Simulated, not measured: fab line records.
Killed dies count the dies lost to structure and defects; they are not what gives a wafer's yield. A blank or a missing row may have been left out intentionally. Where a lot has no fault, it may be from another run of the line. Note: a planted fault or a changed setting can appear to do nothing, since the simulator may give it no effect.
Which tool is to blame?	flow n5_finfet	69 wafers from 23 lots sampled at 6 of the route's 1938 steps

WHAT THE GAUGES READ, wafer by wafer
The record lacks any reading of a measuring or inspecting step that a usual standard deviation could be used to judge.

WHICH TOOL RAN EACH LOT (tool, then ch and the chambers of the sampled wafers, then the start)
lot	N5_MOL_CONTACT_COAG_ETCH_15	N5_MOL_CONTACT_COAG_PRE_CLEAN_142	N5_MOL_CONTACT_COAG_SPUTTER_130	N5_MOL_CONTACT_COAG_CMP_28	N5_MOL_CONTACT_COAG_ETCHBACK_135	N5_MOL_CONTACT_COAG_ETCH_47
L074	rie_diel-04 ch 2,3, day 4 15:22	pvd_sputter-01, day 4 22:46	pvd_sputter-01, day 4 22:49	cmp-03 ch 0,1,3, day 5 01:27	rie_diel-06 ch 0,1,2, day 5 03:26	rie_diel-06 ch 0,1,2, day 5 03:34
L075	rie_diel-04 ch 0,1,3, day 4 21:23	pvd_sputter-01, day 5 02:01	pvd_sputter-01, day 5 02:05	cmp-02 ch 0,1,3, day 5 04:44	rie_diel-06 ch 1,2,3, day 5 06:41	rie_diel-06 ch 1,2,3, day 5 06:49
L076	rie_diel-06 ch 0,2,3, day 5 01:17	pvd_sputter-02, day 5 05:41	pvd_sputter-02, day 5 05:45	cmp-02 ch 2,3, day 5 08:26	rie_diel-06 ch 0,1,2, day 5 10:20	rie_diel-06 ch 0,1,2, day 5 10:28
L077	rie_diel-04 ch 1,2,3, day 5 11:18	pvd_sputter-03, day 5 16:08	pvd_sputter-03, day 5 16:11	cmp-04 ch 0,2,3, day 5 18:46	rie_diel-05 ch 0,1, day 5 20:40	rie_diel-05 ch 0,1, day 5 20:48
L078	rie_diel-05 ch 2,3, day 5 13:45	pvd_sputter-01, day 5 17:11	pvd_sputter-01, day 5 17:15	cmp-02 ch 0,3, day 5 19:49	rie_diel-05 ch 0,1,3, day 5 21:33	rie_diel-05 ch 0,1,3, day 5 21:41
L079	rie_diel-04 ch 0,1,2, day 5 23:07	pvd_sputter-03, day 6 04:38	pvd_sputter-03, day 6 04:42	cmp-03 ch 1,2,3, day 6 07:16	rie_diel-04 ch 0,2,3, day 6 09:01	rie_diel-04 ch 0,2,3, day 6 09:10
L080	rie_diel-05 ch 0,1, day 6 07:04	pvd_sputter-02, day 6 13:16	pvd_sputter-02, day 6 13:19	cmp-04 ch 1,2, day 6 15:53	rie_diel-05 ch 1,3, day 6 17:44	rie_diel-05 ch 1,3, day 6 17:53
L081	rie_diel-05 ch 0,2,3, day 6 10:17	pvd_sputter-01, day 6 20:17	pvd_sputter-01, day 6 20:21	cmp-02 ch 1,2,3, day 6 23:00	rie_diel-05 ch 0,1,3, day 7 01:41	rie_diel-05 ch 0,1,3, day 7 01:50
L082	rie_diel-06 ch 0,1, day 7 00:08	pvd_sputter-03, day 7 06:40	pvd_sputter-03, day 7 06:43	cmp-04 ch 0,1, day 7 09:46	rie_diel-05 ch 2,3, day 7 11:38	rie_diel-05 ch 2,3, day 7 11:46
L083	rie_diel-05 ch 1,2,3, day 7 07:25	pvd_sputter-01, day 7 13:11	pvd_sputter-01, day 7 13:15	cmp-02 ch 1,2,3, day 7 15:49	rie_diel-06 ch 0,1,3, day 7 17:57	rie_diel-06 ch 0,1,3, day 7 18:05
L085	rie_diel-05 ch 0,2,3, day 7 10:44	pvd_sputter-01, day 7 14:11	pvd_sputter-01, day 7 14:15	cmp-04 ch 0,2,3, day 7 16:52	rie_diel-04 ch 0,1,3, day 7 18:35	rie_diel-04 ch 0,1,3, day 7 18:44
L084	rie_diel-04 ch 0,1,3, day 7 12:03	pvd_sputter-03, day 7 16:59	pvd_sputter-03, day 7 17:03	cmp-02 ch 0,1,2, day 7 19:37	rie_diel-04 ch 1,2,3, day 7 21:41	rie_diel-04 ch 1,2,3, day 7 21:49
L086	rie_diel-06 ch 0,3, day 7 19:06	pvd_sputter-03, day 8 00:02	pvd_sputter-03, day 8 01:27	cmp-02 ch 0,3, day 8 04:01	rie_diel-04 ch 0,1,3, day 8 06:56	rie_diel-04 ch 0,1,3, day 8 07:05
L088	rie_diel-04 ch 0,1,2, day 8 07:48	pvd_sputter-03, day 8 13:04	pvd_sputter-03, day 8 13:08	cmp-02 ch 0,3, day 8 15:44	rie_diel-06 ch 0,1, day 8 18:02	rie_diel-06 ch 0,1, day 8 18:10
L089	rie_diel-06 ch 1,2,3, day 8 16:13	pvd_sputter-03, day 8 21:12	pvd_sputter-03, day 8 21:16	cmp-02 ch 0,2, day 9 02:14	rie_diel-04 ch 0,1,2, day 9 04:29	rie_diel-04 ch 0,1,2, day 9 04:37
L090	rie_diel-05 ch 0,1,3, day 9 03:53	pvd_sputter-01, day 9 08:40	pvd_sputter-01, day 9 08:44	cmp-03 ch 0,2,3, day 9 11:18	rie_diel-06 ch 1,2,3, day 9 13:51	rie_diel-06 ch 1,2,3, day 9 13:59
L091	rie_diel-06 ch 1,2, day 9 05:42	pvd_sputter-01, day 9 13:13	pvd_sputter-01, day 9 13:16	cmp-03 ch 0,3, day 9 15:54	rie_diel-04 ch 0,2,3, day 9 18:30	rie_diel-04 ch 0,2,3, day 9 18:38
L092	rie_diel-05 ch 0,2,3, day 9 17:52	pvd_sputter-01, day 9 22:59	pvd_sputter-01, day 9 23:02	cmp-02 ch 2,3, day 10 01:37	rie_diel-05 ch 0,1, day 10 05:03	rie_diel-05 ch 0,1, day 10 05:11
L094	rie_diel-05 ch 1,2, day 9 18:17	pvd_sputter-01, day 10 00:41	pvd_sputter-01, day 10 00:44	cmp-02 ch 0,2, day 10 03:20	rie_diel-06 ch 0,1,3, day 10 05:38	rie_diel-06 ch 0,1,3, day 10 05:46
L093	rie_diel-05 ch 0,3, day 9 19:07	pvd_sputter-01, day 10 03:02	pvd_sputter-01, day 10 03:06	cmp-02 ch 2,3, day 10 05:42	rie_diel-05 ch 1,2,3, day 10 07:32	rie_diel-05 ch 1,2,3, day 10 07:40
L095	rie_diel-05 ch 0,3, day 10 01:10	pvd_sputter-03, day 10 08:36	pvd_sputter-03, day 10 08:40	cmp-03 ch 0,1, day 10 11:20	rie_diel-06 ch 0,1,2, day 10 13:15	rie_diel-06 ch 0,1,2, day 10 13:23
L096	rie_diel-04 ch 0,1,3, day 10 05:44	pvd_sputter-01, day 10 12:30	pvd_sputter-01, day 10 12:34	cmp-03 ch 0,2,3, day 10 15:10	rie_diel-06 ch 1,2, day 10 17:03	rie_diel-06 ch 1,2, day 10 17:11
L097	rie_diel-04 ch 0,1,2, day 10 15:01	pvd_sputter-02, day 10 22:03	pvd_sputter-02, day 10 22:07	cmp-04 ch 1,2,3, day 11 01:35	rie_diel-06 ch 0,1,2, day 11 03:25	rie_diel-06 ch 0,1,2, day 11 03:34
- N5_MOL_CONTACT_COAG_ETCH_15: etches SiNx in CH3F/O2, stops on Si:P, target depth 7 nm.
- N5_MOL_CONTACT_COAG_PRE_CLEAN_142: time 60 s.
- N5_MOL_CONTACT_COAG_SPUTTER_130: material Co, target thk 47.5 nm.
- N5_MOL_CONTACT_COAG_CMP_28: polishes, stops on SiNx, t overpolish 0.85 s, target thk 14.522 nm.
- N5_MOL_CONTACT_COAG_ETCHBACK_135: etches SiO2 in CHF3, target depth 25 nm, time 16.7 s.
- N5_MOL_CONTACT_COAG_ETCH_47: etches SiNx in CH3F/O2, stops on W, target depth 27 nm.

AS READ BY THE TOOLS THEMSELVES (means over the sampled wafers that have a number; for cases with no such wafer, the mark the record gives instead)
N5_MOL_CONTACT_COAG_ETCH_15. Usual: drypump_motor_current_A 5.8 A, standard deviation 0.47; oes_f_703_au 0.81 a.u., standard deviation 0.084; oes_product_au 0.59 a.u., standard deviation 0.054; rf_vpp_V 299 V, standard deviation 4.5; showerhead_plenum_p_Torr 2.05 Torr, standard deviation 0.061; throttle_valve_pct 16.25 %, standard deviation 0.3.
lot	tool	drypump_motor_current_A (A)	oes_f_703_au (a.u.)	oes_product_au (a.u.)	rf_vpp_V (V)	showerhead_plenum_p_Torr (Torr)	throttle_valve_pct (%)	flag
L074	rie_diel-04	6.3	0.87	0.62	298	2.10	16.19	
L075	rie_diel-04	5.7	0.84	0.61	297	2.02	16.20	
L076	rie_diel-06	5.8	0.71	0.54	303	2.05	16.39	
L077	rie_diel-04	6.1	0.80	0.58	298	2.07	16.16	
L078	rie_diel-05	5.6	0.81	0.60	301	1.99	15.98	
L079	rie_diel-04	5.7	0.83	0.59	296	2.05	16.34	
L080	rie_diel-05	5.9	0.81	0.60	298	2.11	16.49	
L081	rie_diel-05	5.8	0.84	0.61	299	2.04	15.97	
L082	rie_diel-06	6.4	0.83	0.59	299	2.11	16.31	
L083	rie_diel-05	5.7	0.78	0.57	299	2.03	16.28	
L085	rie_diel-05	5.8	0.82	0.60	299	2.04	15.98	
L084	rie_diel-04	5.7	0.82	0.59	297	2.01	16.24	
L086	rie_diel-06	5.5	0.73	0.54	305	2.07	16.34	
L088	rie_diel-04	5.7	0.80	0.58	296	2.05	16.38	
L089	rie_diel-06	5.8	0.86	0.62	296	2.05	16.13	
L090	rie_diel-05	6.0	0.78	0.56	297	2.09	16.28	
L091	rie_diel-06	6.1	0.91	0.67	296	2.02	16.05	
L092	rie_diel-05	5.8	0.80	0.58	298	2.03	16.02	
L094	rie_diel-05	5.7	0.77	0.56	300	2.05	16.58	
L093	rie_diel-05	6.1	0.82	0.59	295	2.09	15.97	
L095	rie_diel-05	6.1	0.82	0.59	296	2.09	15.98	
L096	rie_diel-04	5.7	0.79	0.57	297	2.00	16.28	
L097	rie_diel-04	5.7	0.79	0.56	296	2.04	16.42	

N5_MOL_CONTACT_COAG_PRE_CLEAN_142. Usual: 517 W for heater_power_w, sd 39.
lot	tool	heater_power_w (W)	flag
L074	pvd_sputter-01	547	
L075	pvd_sputter-01	545	
L076	pvd_sputter-02	475	
L077	pvd_sputter-03	491	
L078	pvd_sputter-01	528	
L079	pvd_sputter-03	499	
L080	pvd_sputter-02	472	
L081	pvd_sputter-01	554	
L082	pvd_sputter-03	491	
L083	pvd_sputter-01	551	
L085	pvd_sputter-01	540	
L084	pvd_sputter-03	485	
L086	pvd_sputter-03	481	
L088	pvd_sputter-03	474	
L089	pvd_sputter-03	500	
L090	pvd_sputter-01	550	
L091	pvd_sputter-01	516	
L092	pvd_sputter-01	533	
L094	pvd_sputter-01	540	
L093	pvd_sputter-01	556	
L095	pvd_sputter-03	529	
L096	pvd_sputter-01	545	
L097	pvd_sputter-02	475	

N5_MOL_CONTACT_COAG_SPUTTER_130. Usual: 29.8 % for throttle_valve_pct, sd 1.1.
lot	tool	throttle_valve_pct (%)	flag
L074	pvd_sputter-01	29.3	
L075	pvd_sputter-01	30.3	
L076	pvd_sputter-02	29.2	
L077	pvd_sputter-03	30.0	
L078	pvd_sputter-01	29.4	
L079	pvd_sputter-03	30.0	
L080	pvd_sputter-02	29.0	
L081	pvd_sputter-01	29.2	
L082	pvd_sputter-03	30.0	
L083	pvd_sputter-01	29.2	
L085	pvd_sputter-01	30.5	
L084	pvd_sputter-03	29.9	
L086	pvd_sputter-03	29.5	
L088	pvd_sputter-03	30.6	
L089	pvd_sputter-03	29.3	
L090	pvd_sputter-01	29.4	
L091	pvd_sputter-01	28.9	
L092	pvd_sputter-01	29.3	
L094	pvd_sputter-01	30.1	
L093	pvd_sputter-01	29.3	
L095	pvd_sputter-03	30.0	
L096	pvd_sputter-01	29.3	
L097	pvd_sputter-02	29.9	

N5_MOL_CONTACT_COAG_CMP_28. Usual: motor_current_A 12.6 A, standard deviation 1.3; pad_life_wafers 1225, standard deviation 520; time_to_endpoint_s 5 s, standard deviation 3.2.
lot	tool	motor_current_A (A)	pad_life_wafers	time_to_endpoint_s (s)	flag
L074	cmp-03	12.7	1670	2	
L075	cmp-02	12.6	847	3	
L076	cmp-02	12.0	876	8	
L077	cmp-04	11.9	1315	7	
L078	cmp-02	12.9	962	4	
L079	cmp-03	13.2	1910	4	
L080	cmp-04	12.1	1470	5	
L081	cmp-02	12.2	1160	4	
L082	cmp-04	13.4	1573	6	
L083	cmp-02	12.1	1351	6	
L085	cmp-04	12.2	1628	6	
L084	cmp-02	13.1	1381	7	
L086	cmp-02	12.2	1434	4	
L088	cmp-02	12.3	1520	4	
L089	cmp-02	12.8	1597	9	
L090	cmp-03	12.0	314	5	
L091	cmp-03	11.8	356	5	
L092	cmp-02	11.6	1748	6	
L094	cmp-02	13.4	1771	4	
L093	cmp-02	11.9	1790	7	
L095	cmp-03	13.3	522	5	
L096	cmp-03	12.3	548	5	
L097	cmp-04	12.8	116	1	

N5_MOL_CONTACT_COAG_ETCHBACK_135. Usual: drypump_motor_current_A 5.9 A, standard deviation 0.47; oes_f_703_au 0.79 a.u., standard deviation 0.084; oes_product_au 0.79 a.u., standard deviation 0.081; rf_vpp_V 527 V, standard deviation 11; showerhead_plenum_p_Torr 2.45 Torr, standard deviation 0.064; throttle_valve_pct 18.64 %, standard deviation 0.29.
lot	tool	drypump_motor_current_A (A)	oes_f_703_au (a.u.)	oes_product_au (a.u.)	rf_vpp_V (V)	showerhead_plenum_p_Torr (Torr)	throttle_valve_pct (%)	flag
L074	rie_diel-06	6.3	0.77	0.77	531	2.46	18.77	
L075	rie_diel-06	5.8	0.78	0.78	522	2.45	18.63	
L076	rie_diel-06	6.3	0.77	0.77	531	2.46	18.77	
L077	rie_diel-05	6.1	0.89	0.89	522	2.51	18.57	
L078	rie_diel-05	6.0	0.82	0.81	524	2.49	18.60	
L079	rie_diel-04	5.9	0.87	0.87	525	2.42	18.67	
L080	rie_diel-05	5.9	0.74	0.73	524	2.46	18.63	
L081	rie_diel-05	6.0	0.80	0.79	524	2.48	18.62	
L082	rie_diel-05	5.7	0.77	0.77	526	2.40	18.34	
L083	rie_diel-06	6.0	0.77	0.78	533	2.48	18.74	
L085	rie_diel-04	5.7	0.81	0.80	522	2.39	18.63	
L084	rie_diel-04	6.1	0.78	0.78	523	2.45	18.55	
L086	rie_diel-04	5.7	0.80	0.79	522	2.39	18.64	
L088	rie_diel-06	6.4	0.75	0.77	541	2.49	18.88	
L089	rie_diel-04	5.7	0.79	0.79	522	2.43	18.80	
L090	rie_diel-06	5.8	0.84	0.85	523	2.44	18.55	
L091	rie_diel-04	5.8	0.84	0.83	524	2.41	18.72	
L092	rie_diel-05	6.1	0.83	0.82	521	2.50	18.63	
L094	rie_diel-06	5.9	0.75	0.77	533	2.47	18.76	
L093	rie_diel-05	5.7	0.76	0.76	529	2.41	18.69	
L095	rie_diel-06	6.2	0.81	0.82	530	2.44	18.70	
L096	rie_diel-06	6.3	0.86	0.87	518	2.45	18.56	
L097	rie_diel-06	6.2	0.80	0.82	531	2.44	18.71	

N5_MOL_CONTACT_COAG_ETCH_47. Usual: drypump_motor_current_A 5.9 A, standard deviation 0.47; etch_rf_on_time_s 31.1 s, standard deviation 0.68; oes_f_703_au 0.80 a.u., standard deviation 0.086; oes_product_au 0.71 a.u., standard deviation 0.07; rf_vpp_V 299 V, standard deviation 6.1; showerhead_plenum_p_Torr 2.06 Torr, standard deviation 0.056; throttle_valve_pct 16.27 %, standard deviation 0.28.
lot	tool	drypump_motor_current_A (A)	etch_rf_on_time_s (s)	oes_f_703_au (a.u.)	oes_product_au (a.u.)	rf_vpp_V (V)	showerhead_plenum_p_Torr (Torr)	throttle_valve_pct (%)	flag
L074	rie_diel-06	6.3	30.8	0.77	0.69	300	2.07	16.39	
L075	rie_diel-06	5.8	30.7	0.78	0.70	297	2.06	16.25	
L076	rie_diel-06	6.3	31.2	0.77	0.69	301	2.07	16.39	
L077	rie_diel-05	6.1	30.9	0.88	0.79	297	2.12	16.18	
L078	rie_diel-05	5.9	31.4	0.82	0.72	297	2.10	16.24	
L079	rie_diel-04	5.9	30.8	0.87	0.76	297	2.04	16.28	
L080	rie_diel-05	5.8	31.4	0.75	0.65	298	2.08	16.30	
L081	rie_diel-05	5.9	31.3	0.81	0.71	298	2.09	16.25	
L082	rie_diel-05	5.7	31.4	0.77	0.69	299	2.02	16.04	
L083	rie_diel-06	5.9	30.9	0.77	0.70	302	2.09	16.35	
L085	rie_diel-04	5.7	31.6	0.81	0.71	297	2.01	16.25	
L084	rie_diel-04	6.1	31.2	0.78	0.69	297	2.07	16.21	
L086	rie_diel-04	5.7	31.4	0.81	0.71	297	2.01	16.25	
L088	rie_diel-06	6.4	31.0	0.75	0.68	307	2.09	16.51	
L089	rie_diel-04	5.7	31.5	0.79	0.70	296	2.04	16.41	
L090	rie_diel-06	5.8	30.6	0.84	0.76	297	2.05	16.16	
L091	rie_diel-04	5.9	31.4	0.84	0.73	297	2.03	16.34	
L092	rie_diel-05	6.1	31.3	0.83	0.73	296	2.10	16.25	
L094	rie_diel-06	6.0	30.6	0.75	0.69	302	2.08	16.38	
L093	rie_diel-05	5.7	30.9	0.76	0.67	300	2.03	16.34	
L095	rie_diel-06	6.2	31.1	0.81	0.74	301	2.05	16.31	
L096	rie_diel-06	6.3	30.7	0.87	0.77	293	2.06	16.16	
L097	rie_diel-06	6.2	31.1	0.81	0.73	301	2.05	16.32	

THE ANSWER, worked out from the rows above alone
Rule: a lot is off if the mean of its wafers that have a number lies more than 3 standard deviations from the usual mean. A lot without any number at a reading at which 4 lots or more have one is off too. All remaining lots with rows at the step are treated as sound. The gauges are gone through in route order, then the tools' own readings, and for those a lot's mean is taken as printed above. At the first step where some lot is off, the reading lying furthest off is the one used; lots without a number count as furthest.
Across all readings shown, no lot is off: no conclusion can be drawn from this.

WHAT HAD BEEN PUT IN BY THE SIMULATOR
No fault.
